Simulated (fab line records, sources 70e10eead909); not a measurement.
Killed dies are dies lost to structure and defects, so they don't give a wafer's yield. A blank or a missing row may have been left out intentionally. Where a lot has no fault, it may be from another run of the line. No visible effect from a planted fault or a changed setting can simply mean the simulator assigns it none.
Which tool was responsible? | flow nandHarc | 12 lots with 36 wafers sampled at 4 steps, on a route of 1159 steps

## WHAT EACH GAUGE READ, for each wafer
NHARC_A_ONON_D1_THK_MEAS_05: measures by ellipsometry.
lot  | measured     | on           | thkNm (nm)
L949 | day 7 15:23  | filmMetro-02 | 1015 1013 1016
L948 | day 7 15:23  | filmMetro-01 | 1005 1005 1005
L954 | day 9 02:25  | filmMetro-01 | 1006 1007 1006
L956 | day 9 16:48  | filmMetro-02 | 1011 1009 1013
L955 | day 9 16:50  | filmMetro-01 | 1004 1005 1004
L957 | day 9 22:40  | filmMetro-02 | 998 999 997
L959 | day 10 18:45 | filmMetro-02 | 1001 1002 1003
L961 | day 10 18:47 | filmMetro-01 | 1003 1002 999
L962 | day 11 04:31 | filmMetro-02 | 1004 1005 1004
L964 | day 11 21:10 | filmMetro-02 | 999 998 1002
L963 | day 11 21:11 | filmMetro-02 | 992 990 992
L969 | day 12 21:05 | filmMetro-01 | 991 991 992

NHARC_A_ONON_D1_THK_MEAS_34: measures by ellipsometry.
lot  | measured     | on           | thkNm (nm)
L949 | day 8 02:55  | filmMetro-01 | 196 199 199
L948 | day 8 02:58  | filmMetro-01 | 200 205 201
L954 | day 9 14:57  | filmMetro-02 | 203 202 205
L956 | day 10 04:17 | filmMetro-01 | 196 202 201
L955 | day 10 04:18 | filmMetro-01 | 197 196 202
L957 | day 10 10:11 | filmMetro-02 | 203 202 200
L959 | day 11 07:47 | filmMetro-02 | 200 202 202
L961 | day 11 08:04 | filmMetro-02 | 198 200 202
L962 | day 11 17:32 | filmMetro-01 | 203 200 281
L964 | day 12 09:08 | filmMetro-01 | 197 198 201
L963 | day 12 09:15 | filmMetro-01 | 199 207 284
L969 | day 13 08:41 | filmMetro-02 | 200 202 206

NHARC_A_CHANNEL_HOLE_D1_OVL_MEAS_11.
lot  | measured     | on         | overlayXNm (nm) | overlayYNm (nm)
L949 | day 8 05:47  | overlay-02 | 0.2 -0.4 0.6    | 0.4 0.3 0.1
L948 | day 8 06:33  | overlay-02 | -0.3 0.0 0.2    | -0.5 -0.2 0.0
L954 | day 9 17:51  | overlay-02 | -0.2 0.0 -0.2   | -1.2 -1.3 -0.9
L956 | day 10 07:53 | overlay-02 | -0.9 -0.8 -0.9  | -0.5 -0.1 0.5
L955 | day 10 08:02 | overlay-02 | 0.2 -0.2 0.5    | 0.2 0.1 0.1
L957 | day 10 13:14 | overlay-02 | -0.4 -1.1 -0.2  | -1.2 -1.3 -2.1
L959 | day 11 10:32 | overlay-02 | 0.7 1.0 0.6     | 0.3 0.0 0.5
L961 | day 11 11:09 | overlay-01 | -1.5 -1.3 -1.3  | 1.7 1.5 0.5
L962 | day 11 20:50 | overlay-01 | 0.8 0.6 0.3     | 0.0 0.1 -0.4
L964 | day 12 12:31 | overlay-02 | 0.0 -0.6 -0.8   | -0.6 -0.7 -0.7
L963 | day 12 13:24 | overlay-02 | -0.7 -1.0 -0.7  | 0.3 -0.2 0.6
L969 | day 13 14:04 | overlay-02 | 0.2 0.8 0.6     | 0.2 0.0 0.2

## EACH LOT AND THE TOOL THAT RAN IT (in order: tool; ch and the chambers of the sampled wafers; start)
lot  | NHARC_A_ONON_D1_DEP_33
L949 | pecvd-02 ch 0,1,2, day 8 02:30
L948 | pecvd-04 ch 0,1, day 8 02:34
L954 | pecvd-02 ch 1,2, day 9 14:32
L956 | pecvd-01 ch 0,2, day 10 03:55
L955 | pecvd-04 ch 1,2, day 10 03:53
L957 | pecvd-01 ch 0,1,2, day 10 09:46
L959 | pecvd-02 ch 0,1,2, day 11 07:22
L961 | pecvd-02 ch 0,1, day 11 07:38
L962 | pecvd-02 ch 0,1,2, day 11 17:15
L964 | pecvd-01 ch 0,1,2, day 12 08:44
L963 | pecvd-02 ch 0,2, day 12 08:53
L969 | pecvd-01 ch 0,1,2, day 13 08:21
- NHARC_A_ONON_D1_DEP_33: deposits SiO2, target thk 200 nm.

## WHAT THE TOOLS THEMSELVES READ (means of the sampled wafers that have a number; where no wafer has one, the mark that the record gives instead)
NHARC_A_ONON_D1_DEP_33.
lot  | tool     | heaterPowerW (W) | mfcPrecursorSccm (sccm) | throttleValvePct (%)
L949 | pecvd-02 | 505              | 161.4                   | 15.84
L948 | pecvd-04 | 688              | 161.8                   | 16.35
L954 | pecvd-02 | 476              | 160.9                   | 15.76
L956 | pecvd-01 | 526              | 161.4                   | 16.05
L955 | pecvd-04 | 637              | 161.2                   | 16.26
L957 | pecvd-01 | 550              | 161.3                   | 16.28
L959 | pecvd-02 | 511              | 161.4                   | 15.86
L961 | pecvd-02 | 470              | 161.0                   | 16.03
L962 | pecvd-02 | 489              | 182.3                   | 16.00
L964 | pecvd-01 | 619              | 161.4                   | 15.94
L963 | pecvd-02 | 580              | 182.2                   | 16.25
L969 | pecvd-01 | 561              | 161.2                   | 15.94

## THE ANSWER, worked out from the rows above alone
Rule: the lots themselves supply what counts as usual. The widest of any qualifying gaps counts: lots, ordered by their means at a reading, are off when they make up no more than a third of the lots, leave a main group of 4 or more, and stand apart from it by 3 or more times the standard deviation of that group's means. A main group is skipped when, at the precision printed for the reading in the tables above, its means are all equal. A lot without any number at a reading at which 4 lots or more have one is off too. Where the step has rows for the other lots, those lots are counted as sound. After the gauges, taken in route order, come the tools' own readings; for these a lot's mean is taken, as printed above. The first step at which some lot is off is used, and at that step the reading that is off furthest; a lot without a number counts as furthest.
Off: L962, L963 (NHARC_A_ONON_D1_THK_MEAS_34, thkNm). The main group has a mean of 201 nm with a standard deviation of 1.8.
If a tool, at a process step before that reading, ran all the lots that are off and no sound lot after the first of them, it fits. Not tried: the gauges at NHARC_A_ONON_D1_THK_MEAS_34; whatever is off there is also off at NHARC_A_ONON_D1_DEP_33, on other tools, and gauge error can't account for it. One fits: NHARC_A_ONON_D1_DEP_33 on pecvd-02. A fault onset in the window from L961 (day 11 07:38, its last sound lot) to L962 (day 11 17:15, its first lot off) fits.
On the lots that are off, the tool's own readings at NHARC_A_ONON_D1_DEP_33 differ by more than 5 times the standard deviation of the sound lots' means, which bears it out; mfcPrecursorSccm reads 182.2 sccm there versus 161.3 sccm on the sound lots.

## WHAT HAD BEEN PUT IN BY THE SIMULATOR
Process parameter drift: pecvd-02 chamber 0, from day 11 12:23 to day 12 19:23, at NHARC_A_ONON_D1_DEP_33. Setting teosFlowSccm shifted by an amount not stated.
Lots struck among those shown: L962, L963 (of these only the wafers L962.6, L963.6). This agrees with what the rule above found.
